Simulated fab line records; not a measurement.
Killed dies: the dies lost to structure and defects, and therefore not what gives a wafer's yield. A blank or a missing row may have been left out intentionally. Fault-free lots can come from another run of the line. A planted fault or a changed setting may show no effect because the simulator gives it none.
What tool caused it? -- flow n5-finfet -- 9 lots, 27 wafers sampled, at 5 steps of a route of 1938

WHAT THE GAUGES READ, wafer by wafer
N5_MOL_CONTACT_COAG_INSPECT_57: inspects for defects (brightfield). Usual: raw-defect-count 212, standard deviation 66.
lot,measured,on,raw-defect-count,flag
L549,day 5 23:05,defect-inspect-02,191 230 204,
L552,day 6 15:08,defect-inspect-01,323 305 275,
L553,day 7 02:47,defect-inspect-02,171 209 169,
L554,day 7 06:44,defect-inspect-02,168 121 190,
L562,day 9 04:54,defect-inspect-01,179 156 157,
L563,day 9 11:25,defect-inspect-01,244 280 188,
L564,day 9 11:37,defect-inspect-01,156 70 186,
L565,day 9 18:11,defect-inspect-01,200 319 209,
L569,day 10 17:32,defect-inspect-01,240 233 327,

N5_BEOL_M4_RC_MEAS_101. Usual: DIBL_N 36.0 mV/V, standard deviation 1.7; DIBL_P 36.0 mV/V, standard deviation 2; IOFF_N 0.156 nA/um, standard deviation 0.028; IOFF_P 0.21 nA/um, standard deviation 0.04; ION_N 673 uA/um, standard deviation 12; ION_P 463 uA/um, standard deviation 8.3; SS_N 71.4 mV/dec, standard deviation 0.6; SS_P 73.3 mV/dec, standard deviation 0.66; VT_N 250 mV, standard deviation 3; VT_P -250 mV, standard deviation 3.8.
lot,measured,on,DIBL_N (mV/V),DIBL_P (mV/V),IOFF_N (nA/um),IOFF_P (nA/um),ION_N (uA/um),ION_P (uA/um),SS_N (mV/dec),SS_P (mV/dec),VT_N (mV),VT_P (mV),flag
L549,day 8 11:33,prober-02,36.9 36.9 34.7,36.3 35.9 34.3,0.167 0.153 0.123,0.18 0.18 0.16,677 660 672,461 448 457,71.3 71.9 70.7,73.6 73.7 72.6,250 255 254,-254 -255 -254,
L552,day 9 11:20,prober-02,39.3 36.9 38.1,39.6 36.2 36.6,0.205 0.154 0.160,0.27 0.21 0.21,676 662 662,471 456 455,72.0 71.2 71.5,75.0 74.1 74.0,248 254 254,-247 -253 -254,
L553,day 9 17:29,prober-01,36.7 38.2 37.4,35.6 37.2 36.1,0.160 0.192 0.167,0.20 0.23 0.21,682 669 680,462 458 463,72.3 71.8 71.4,72.7 73.3 73.8,249 245 247,-252 -249 -249,
L554,day 9 16:02,prober-02,36.1 36.3 36.6,35.1 35.6 35.9,0.155 0.168 0.159,0.20 0.22 0.22,669 681 673,462 465 461,71.7 70.9 71.8,73.6 73.2 74.5,252 248 251,-251 -247 -250,
L562,day 11 23:07,prober-02,38.2 37.0 34.4,39.8 38.4 35.9,0.180 0.150 0.121,0.26 0.23 0.20,676 660 663,466 456 460,71.8 71.2 70.9,73.4 73.9 72.9,248 251 253,-246 -247 -250,
L563,day 12 10:09,prober-02,38.8 37.1 37.9,38.5 36.2 36.2,0.179 0.156 0.163,0.24 0.22 0.22,675 687 672,463 470 460,71.9 71.3 71.2,73.6 72.2 72.9,249 248 251,-250 -248 -249,
L564,day 12 11:52,prober-01,34.1 33.2 32.0,35.3 33.7 32.7,0.130 0.116 0.098,0.16 0.15 0.13,660 672 652,447 451 450,71.4 71.2 70.7,72.9 72.9 72.6,252 251 257,-257 -256 -257,
L565,day 13 01:37,prober-02,34.4 35.9 34.5,34.3 36.0 33.9,0.118 0.145 0.125,0.18 0.21 0.18,667 662 662,462 456 463,70.8 71.1 71.1,72.6 73.1 72.5,256 250 252,-251 -251 -252,
L569,day 14 00:35,prober-02,36.8 36.1 36.3,37.8 37.0 36.7,0.184 0.167 0.166,0.23 0.21 0.21,694 684 680,471 464 459,71.0 71.1 71.8,73.2 72.9 73.4,246 248 247,-249 -251 -253,

EACH LOT AND THE TOOL THAT RAN IT (in order: tool; ch and the chambers of the sampled wafers; start)
lot,N5_MOL_CONTACT_COAG_ALD_131,N5_MOL_CONTACT_COAG_COAT_34,N5_MOL_CONTACT_COAG_ETCH_65
L549,"ald-sin-04 ch 0,2,3, day 5 23:37","litho-track-01 ch 0, day 6 00:32","rie-diel-01 ch 0,1,2, day 6 01:17"
L552,"ald-sin-01 ch 0,1,2, day 6 15:25","litho-track-03 ch 0, day 6 16:18","rie-diel-03 ch 1,2,3, day 6 16:51"
L553,"ald-sin-02 ch 0,1,3, day 7 03:20","litho-track-03 ch 0, day 7 04:04","rie-diel-03 ch 0,2, day 7 04:29"
L554,"ald-sin-01 ch 1,3, day 7 06:59","litho-track-03 ch 0, day 7 07:42","rie-diel-06 ch 2,3, day 7 08:16"
L562,"ald-sin-04 ch 0,1, day 9 05:04","litho-track-01 ch 0, day 9 05:49","rie-diel-03 ch 0,1,3, day 9 06:22"
L563,"ald-sin-01 ch 0,2,3, day 9 11:35","litho-track-01 ch 0, day 9 12:19","rie-diel-06 ch 0,1, day 9 12:45"
L564,"ald-sin-01 ch 0,2,3, day 9 11:55","litho-track-04 ch 0, day 9 12:38","rie-diel-01 ch 1,2,3, day 9 13:29"
L565,"ald-sin-02 ch 2,3, day 9 18:21","litho-track-01 ch 0, day 9 19:04","rie-diel-06 ch 1,2,3, day 9 19:37"
L569,"ald-sin-04 ch 0,3, day 10 17:42","litho-track-03 ch 0, day 10 18:25","rie-diel-03 ch 2,3, day 10 18:51"
- N5_MOL_CONTACT_COAG_ALD_131: deposits SiO2, target thk 5 nm, pulse time 1 s, co reactant pulse time 1 s.
- N5_MOL_CONTACT_COAG_COAT_34: resist thk 40 nm.
- N5_MOL_CONTACT_COAG_ETCH_65: etches underlayer in N2/H2, target depth 13 nm, time 10.4 s.

WHAT THE TOOLS THEMSELVES READ (means of the sampled wafers that have a number; where no wafer has one, the mark that the record gives instead)
N5_MOL_CONTACT_COAG_ALD_131. Usual: heater-power-w 78 W, standard deviation 9.2; precursor-pulse-height-rel 1.001, standard deviation 0.02.
lot,tool,heater-power-w (W),precursor-pulse-height-rel,flag
L549,ald-sin-04,74,1.006,
L552,ald-sin-01,73,1.000,
L553,ald-sin-02,81,1.010,
L554,ald-sin-01,71,0.991,
L562,ald-sin-04,74,1.005,
L563,ald-sin-01,80,0.996,
L564,ald-sin-01,80,1.026,
L565,ald-sin-02,68,0.988,
L569,ald-sin-04,74,1.001,

N5_MOL_CONTACT_COAG_COAT_34. Usual: spin-speed-rpm 1500.1 rpm, standard deviation 0.96.
lot,tool,spin-speed-rpm (rpm),flag
L549,litho-track-01,1499.6,
L552,litho-track-03,1499.5,
L553,litho-track-03,1454.7,OFF
L554,litho-track-03,1455.6,OFF
L562,litho-track-01,1499.3,
L563,litho-track-01,1500.3,
L564,litho-track-04,1499.3,
L565,litho-track-01,1500.2,
L569,litho-track-03,1500.1,

N5_MOL_CONTACT_COAG_ETCH_65. Usual: bias-w 150.0 W, standard deviation 0.45; drypump-motor-current-A 5.8 A, standard deviation 0.46; etch-rf-on-time-s 10.31 s, standard deviation 0.24; n2-flow-sccm 200.1 sccm, standard deviation 0.63; oes-product-au 0.70 a.u., standard deviation 0.082; rf-vpp-V 524.3 V, standard deviation 1.8; showerhead-plenum-p-Torr 2.56 Torr, standard deviation 0.061; throttle-valve-pct 17.87 %, standard deviation 0.28.
lot,tool,bias-w (W),drypump-motor-current-A (A),etch-rf-on-time-s (s),n2-flow-sccm (sccm),oes-product-au (a.u.),rf-vpp-V (V),showerhead-plenum-p-Torr (Torr),throttle-valve-pct (%),flag
L549,rie-diel-01,150.1,6.2,10.28,199.6,0.66,525.2,2.58,17.85,
L552,rie-diel-03,150.0,5.7,10.41,200.4,0.72,522.5,2.53,17.84,
L553,rie-diel-03,150.0,5.5,10.55,199.5,0.79,525.0,2.60,17.86,
L554,rie-diel-06,149.9,5.6,10.15,200.6,0.64,525.1,2.57,18.33,
L562,rie-diel-03,149.8,5.9,10.22,200.0,0.77,524.1,2.52,17.75,
L563,rie-diel-06,149.8,5.8,10.37,200.2,0.72,527.1,2.69,17.73,
L564,rie-diel-01,149.9,5.7,10.33,200.2,0.64,523.7,2.53,17.88,
L565,rie-diel-06,150.4,5.8,10.16,200.6,0.75,526.0,2.61,17.92,
L569,rie-diel-03,150.2,5.6,10.09,200.0,0.78,523.7,2.52,17.67,

THE ANSWER, worked out from the rows above alone
Rule: a lot counts as off when the mean over its wafers that have a number is more than 3 standard deviations away from the usual mean. Also off: a lot with no number at a reading for which 4 or more lots have one. Where the step has rows for the other lots, those lots are counted as sound. After the gauges, taken in route order, come the tools' own readings; for these a lot's mean is taken, as printed above. The first step at which some lot is off is used, and at that step the reading that is off furthest; a lot without a number counts as furthest.
Off, at N5_MOL_CONTACT_COAG_COAT_34 on spin-speed-rpm: L553, L554.
A tool fits if, at that step or a process step before it, it ran every lot that is off, and no sound lot after the first of them. Not one of the candidates tried fits.

WHAT HAD BEEN PUT IN BY THE SIMULATOR
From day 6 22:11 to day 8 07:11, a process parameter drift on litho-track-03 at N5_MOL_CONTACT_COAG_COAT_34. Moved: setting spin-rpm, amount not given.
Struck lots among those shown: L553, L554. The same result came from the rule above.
